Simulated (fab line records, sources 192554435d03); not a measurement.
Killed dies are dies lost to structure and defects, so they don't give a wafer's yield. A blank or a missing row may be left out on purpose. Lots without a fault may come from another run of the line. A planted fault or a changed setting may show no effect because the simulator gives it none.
Which tool did it? | flow n5_finfet | 10 lots, 28 wafers sampled, at 3 steps of a route of 1938

WHAT THE GAUGES READ, wafer by wafer
N5_FIN_SAQP_CD_MEAS_16: target cd 35.6 nm.
lot  | measured    | on        | cd_nm (nm)
L115 | day 2 23:09 | cd_sem-02 | 35.5 35.5 35.4
L116 | day 3 03:31 | cd_sem-03 | 35.5 35.0 35.1
L117 | day 3 10:20 | cd_sem-03 | 35.8 35.4 35.9
L118 | day 3 22:37 | cd_sem-02 | 34.8 35.1 35.2
L120 | day 4 03:59 | cd_sem-01 | 36.2 36.2 36.0
L122 | day 4 15:52 | cd_sem-02 | 35.9 36.0 35.4
L128 | day 6 03:38 | cd_sem-01 | 31.2 35.8
L129 | day 6 09:28 | cd_sem-01 | 30.6 31.4
L133 | day 7 09:31 | cd_sem-03 | 35.6 35.5 35.2
L134 | day 7 17:50 | cd_sem-01 | 35.6 36.1 35.1

WHICH TOOL RAN EACH LOT (tool, then ch and the chambers of the sampled wafers, then the start)
lot  | N5_FIN_SAQP_PECVD_47           | N5_FIN_SAQP_EXPOSE_13
L115 | pecvd-03 ch 0,1, day 2 22:28   | arfi_scanner-02 ch 0, day 2 23:02
L116 | pecvd-03 ch 0,1,2, day 3 02:59 | arfi_scanner-02 ch 0, day 3 03:23
L117 | pecvd-03 ch 0,2, day 3 09:41   | arfi_scanner-01 ch 0, day 3 10:13
L118 | pecvd-04 ch 1,2, day 3 21:56   | arfi_scanner-02 ch 0, day 3 22:30
L120 | pecvd-03 ch 0,2, day 4 03:23   | arfi_scanner-02 ch 0, day 4 03:52
L122 | pecvd-03 ch 0,1,2, day 4 15:10 | arfi_scanner-02 ch 0, day 4 15:44
L128 | pecvd-03 ch 1,2, day 6 03:07   | arfi_scanner-02 ch 0, day 6 03:31
L129 | pecvd-03 ch 0,2, day 6 08:53   | arfi_scanner-02 ch 0, day 6 09:21
L133 | pecvd-03 ch 0,1,2, day 7 08:59 | arfi_scanner-03 ch 0, day 7 09:23
L134 | pecvd-02 ch 1,2, day 7 17:11   | arfi_scanner-01 ch 0, day 7 17:42
- N5_FIN_SAQP_PECVD_47: deposits a-Si from SiH4/He, target thk 45 nm, time 36.3 s.
- N5_FIN_SAQP_EXPOSE_13: exposes mask FIN CORE, target cd 35.6 nm.

THE ANSWER, worked out from the rows above alone
Rule: what is usual is taken from the lots themselves. Put in order of their means at a reading, lots are off if they are a third of the lots or fewer, leave a main group of 4 or more, and stand apart from it by a gap of 3 or more times the standard deviation of the main group's means; of several such gaps the widest counts. A main group whose means are all the same, to the digits that the tables above print for the reading, isn't used. A lot without any number at a reading at which 4 lots or more have one is off too. The other lots that the step has rows for count as sound.
Off: L128, L129, at N5_FIN_SAQP_CD_MEAS_16 (cd_nm). The main group: mean 35.5 nm, standard deviation 0.32.
A tool fits if, at a process step before that reading, it ran every lot that is off, and no sound lot after the first of them. The gauges at N5_FIN_SAQP_CD_MEAS_16 are tried like those tools. One fits: arfi_scanner-02 at N5_FIN_SAQP_EXPOSE_13. Its last sound lot is L122 (day 4 15:44), its first lot that is off L128 (day 6 03:31): a fault that began between those two fits.

WHAT THE SIMULATOR HAD PUT IN
Process parameter drift: arfi_scanner-02, from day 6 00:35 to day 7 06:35, at N5_FIN_SAQP_EXPOSE_13. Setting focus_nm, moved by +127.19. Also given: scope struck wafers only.
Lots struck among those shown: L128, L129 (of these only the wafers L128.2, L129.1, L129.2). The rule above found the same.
